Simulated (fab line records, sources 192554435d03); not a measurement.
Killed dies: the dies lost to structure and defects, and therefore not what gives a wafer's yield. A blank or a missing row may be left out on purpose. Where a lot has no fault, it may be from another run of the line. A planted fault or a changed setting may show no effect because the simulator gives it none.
Check of tool commonality :: flow n5_finfet :: 33 wafers sampled across 11 lots

REASON FOR OPENING
Flagged at N5_BEOL_M9_OCD_MEAS_38: reading trench_depth_nm, on 3 of 11 lots. No-fault wafers: 150.9 nm, standard deviation 2.9.
Rule: a lot is flagged when every wafer of it that has a number lies more than 4 standard deviations from that mean, or none has a number. The rest of the lots are taken to be sound.

lot: L123
measured: day 10 02:39
on: ocd-01
trench_depth_nm (nm), wafer by wafer: 148.3 149.6 147.7
flag: 

lot: L122
measured: day 10 04:29
on: ocd-02
trench_depth_nm (nm), wafer by wafer: 150.2 151.8 151.4
flag: 

lot: L124
measured: day 10 14:47
on: ocd-01
trench_depth_nm (nm), wafer by wafer: 151.7 150.0 153.2
flag: 

lot: L125
measured: day 10 22:05
on: ocd-01
trench_depth_nm (nm), wafer by wafer: 148.5 149.7 152.9
flag: 

lot: L126
measured: day 11 03:35
on: ocd-02
trench_depth_nm (nm), wafer by wafer: 153.8 150.6 148.2
flag: 

lot: L128
measured: day 11 18:59
on: ocd-01
trench_depth_nm (nm), wafer by wafer: 150.3 147.2 148.0
flag: 

lot: L127
measured: day 11 22:40
on: ocd-02
trench_depth_nm (nm), wafer by wafer: 154.0 150.0 152.5
flag: 

lot: L129
measured: day 12 01:36
on: ocd-01
trench_depth_nm (nm), wafer by wafer: 148.5 148.7 153.4
flag: 

lot: L133
measured: day 13 04:04
on: ocd-02
trench_depth_nm (nm), wafer by wafer: 105.5 107.0 107.4
flag: FLAGGED

lot: L134
measured: day 13 06:08
on: ocd-01
trench_depth_nm (nm), wafer by wafer: 105.2 102.8 103.7
flag: FLAGGED

lot: L135
measured: day 13 18:04
on: ocd-02
trench_depth_nm (nm), wafer by wafer: 106.8 103.6 107.1
flag: FLAGGED
On average the flagged lots' numbers are 105.5 nm, which is -45.4 nm against the usual, or -16 standard deviations.

EACH LOT AND THE TOOL IT RAN ON
4 process steps preceding the reading are held in the record, out of 1938 steps in the route. Read each cell as the tool, then ch plus the chambers that the sampled wafers visited, then the start.
lot: L123
flag: 
N5_BEOL_M9_STRIP_19: rie_diel-04 ch 0,3, day 10 01:31
N5_BEOL_M9_DESCUM_33: rie_diel-01 ch 2,3, day 10 02:11
N5_BEOL_M9_STRIP_36: rie_diel-01 ch 2,3, day 10 02:26
N5_BEOL_M9_TRENCH_ETCH_37: rie_diel-01 ch 2,3, day 10 02:28

lot: L122
flag: 
N5_BEOL_M9_STRIP_19: rie_diel-06 ch 2,3, day 10 03:31
N5_BEOL_M9_DESCUM_33: rie_diel-04 ch 0,2,3, day 10 04:01
N5_BEOL_M9_STRIP_36: rie_diel-04 ch 0,2,3, day 10 04:16
N5_BEOL_M9_TRENCH_ETCH_37: rie_diel-04 ch 0,2,3, day 10 04:19

lot: L124
flag: 
N5_BEOL_M9_STRIP_19: rie_diel-06 ch 0,1,2, day 10 13:48
N5_BEOL_M9_DESCUM_33: rie_diel-06 ch 1,2,3, day 10 14:20
N5_BEOL_M9_STRIP_36: rie_diel-06 ch 1,2,3, day 10 14:35
N5_BEOL_M9_TRENCH_ETCH_37: rie_diel-06 ch 1,2,3, day 10 14:37

lot: L125
flag: 
N5_BEOL_M9_STRIP_19: rie_diel-01 ch 0,1,3, day 10 21:08
N5_BEOL_M9_DESCUM_33: rie_diel-06 ch 0,1, day 10 21:37
N5_BEOL_M9_STRIP_36: rie_diel-06 ch 0,1, day 10 21:52
N5_BEOL_M9_TRENCH_ETCH_37: rie_diel-06 ch 0,1, day 10 21:54

lot: L126
flag: 
N5_BEOL_M9_STRIP_19: rie_diel-01 ch 1,3, day 11 02:34
N5_BEOL_M9_DESCUM_33: rie_diel-06 ch 0,1,2, day 11 03:08
N5_BEOL_M9_STRIP_36: rie_diel-06 ch 0,1,2, day 11 03:22
N5_BEOL_M9_TRENCH_ETCH_37: rie_diel-06 ch 0,1,2, day 11 03:25

lot: L128
flag: 
N5_BEOL_M9_STRIP_19: rie_diel-01 ch 0,1,3, day 11 14:02
N5_BEOL_M9_DESCUM_33: rie_diel-01 ch 0,1, day 11 18:32
N5_BEOL_M9_STRIP_36: rie_diel-01 ch 0,1, day 11 18:47
N5_BEOL_M9_TRENCH_ETCH_37: rie_diel-01 ch 0,1, day 11 18:49

lot: L127
flag: 
N5_BEOL_M9_STRIP_19: rie_diel-06 ch 1,2, day 11 19:44
N5_BEOL_M9_DESCUM_33: rie_diel-06 ch 0,3, day 11 22:13
N5_BEOL_M9_STRIP_36: rie_diel-06 ch 0,3, day 11 22:27
N5_BEOL_M9_TRENCH_ETCH_37: rie_diel-06 ch 0,3, day 11 22:29

lot: L129
flag: 
N5_BEOL_M9_STRIP_19: rie_diel-06 ch 1,2,3, day 11 23:29
N5_BEOL_M9_DESCUM_33: rie_diel-01 ch 0,1,2, day 12 01:08
N5_BEOL_M9_STRIP_36: rie_diel-01 ch 0,1,2, day 12 01:23
N5_BEOL_M9_TRENCH_ETCH_37: rie_diel-01 ch 0,1,2, day 12 01:26

lot: L133
flag: FLAGGED
N5_BEOL_M9_STRIP_19: rie_diel-04 ch 0,2,3, day 13 02:51
N5_BEOL_M9_DESCUM_33: rie_diel-06 ch 1,3, day 13 03:37
N5_BEOL_M9_STRIP_36: rie_diel-06 ch 1,3, day 13 03:51
N5_BEOL_M9_TRENCH_ETCH_37: rie_diel-06 ch 1,3, day 13 03:53

lot: L134
flag: FLAGGED
N5_BEOL_M9_STRIP_19: rie_diel-06 ch 0,1, day 13 03:30
N5_BEOL_M9_DESCUM_33: rie_diel-04 ch 2,3, day 13 05:41
N5_BEOL_M9_STRIP_36: rie_diel-04 ch 2,3, day 13 05:55
N5_BEOL_M9_TRENCH_ETCH_37: rie_diel-04 ch 2,3, day 13 05:58

lot: L135
flag: FLAGGED
N5_BEOL_M9_STRIP_19: rie_diel-01 ch 2,3, day 13 15:29
N5_BEOL_M9_DESCUM_33: rie_diel-06 ch 0,3, day 13 17:37
N5_BEOL_M9_STRIP_36: rie_diel-06 ch 0,3, day 13 17:52
N5_BEOL_M9_TRENCH_ETCH_37: rie_diel-06 ch 0,3, day 13 17:54
These steps, and what they do:
- N5_BEOL_M9_STRIP_19: strips in O2.
- N5_BEOL_M9_DESCUM_33: chemistry O2, time 7 s.
- N5_BEOL_M9_STRIP_36: strips in N2/H2.
- N5_BEOL_M9_TRENCH_ETCH_37: etches SiCOH lowk in C4F6/O2, target depth 151.43 nm, time 49 s.
- N5_BEOL_M9_OCD_MEAS_38

FLAGGED OVER TOTAL, TOOL BY TOOL (the gauges that took the reading come last)
step: N5_BEOL_M9_STRIP_19
tool: rie_diel-01
lots run: 4
flagged: 1
share of the flagged lots: some
sound lots run after its first flagged lot: 0

step: N5_BEOL_M9_STRIP_19
tool: rie_diel-04
lots run: 2
flagged: 1
share of the flagged lots: some
sound lots run after its first flagged lot: 0

step: N5_BEOL_M9_STRIP_19
tool: rie_diel-06
lots run: 5
flagged: 1
share of the flagged lots: some
sound lots run after its first flagged lot: 0

step: N5_BEOL_M9_DESCUM_33
tool: rie_diel-01
lots run: 3
flagged: 0
share of the flagged lots: none
sound lots run after its first flagged lot: -

step: N5_BEOL_M9_DESCUM_33
tool: rie_diel-04
lots run: 2
flagged: 1
share of the flagged lots: some
sound lots run after its first flagged lot: 0

step: N5_BEOL_M9_DESCUM_33
tool: rie_diel-06
lots run: 6
flagged: 2
share of the flagged lots: some
sound lots run after its first flagged lot: 0

step: N5_BEOL_M9_STRIP_36
tool: rie_diel-01
lots run: 3
flagged: 0
share of the flagged lots: none
sound lots run after its first flagged lot: -

step: N5_BEOL_M9_STRIP_36
tool: rie_diel-04
lots run: 2
flagged: 1
share of the flagged lots: some
sound lots run after its first flagged lot: 0

step: N5_BEOL_M9_STRIP_36
tool: rie_diel-06
lots run: 6
flagged: 2
share of the flagged lots: some
sound lots run after its first flagged lot: 0

step: N5_BEOL_M9_TRENCH_ETCH_37
tool: rie_diel-01
lots run: 3
flagged: 0
share of the flagged lots: none
sound lots run after its first flagged lot: -

step: N5_BEOL_M9_TRENCH_ETCH_37
tool: rie_diel-04
lots run: 2
flagged: 1
share of the flagged lots: some
sound lots run after its first flagged lot: 0

step: N5_BEOL_M9_TRENCH_ETCH_37
tool: rie_diel-06
lots run: 6
flagged: 2
share of the flagged lots: some
sound lots run after its first flagged lot: 0

step: N5_BEOL_M9_OCD_MEAS_38
tool: ocd-01
lots run: 6
flagged: 1
share of the flagged lots: some
sound lots run after its first flagged lot: 0

step: N5_BEOL_M9_OCD_MEAS_38
tool: ocd-02
lots run: 5
flagged: 2
share of the flagged lots: some
sound lots run after its first flagged lot: 0

WHAT THE TABLE ALLOWS
No row of the table ran every flagged lot.

WHAT THE SIMULATOR HAD INSERTED
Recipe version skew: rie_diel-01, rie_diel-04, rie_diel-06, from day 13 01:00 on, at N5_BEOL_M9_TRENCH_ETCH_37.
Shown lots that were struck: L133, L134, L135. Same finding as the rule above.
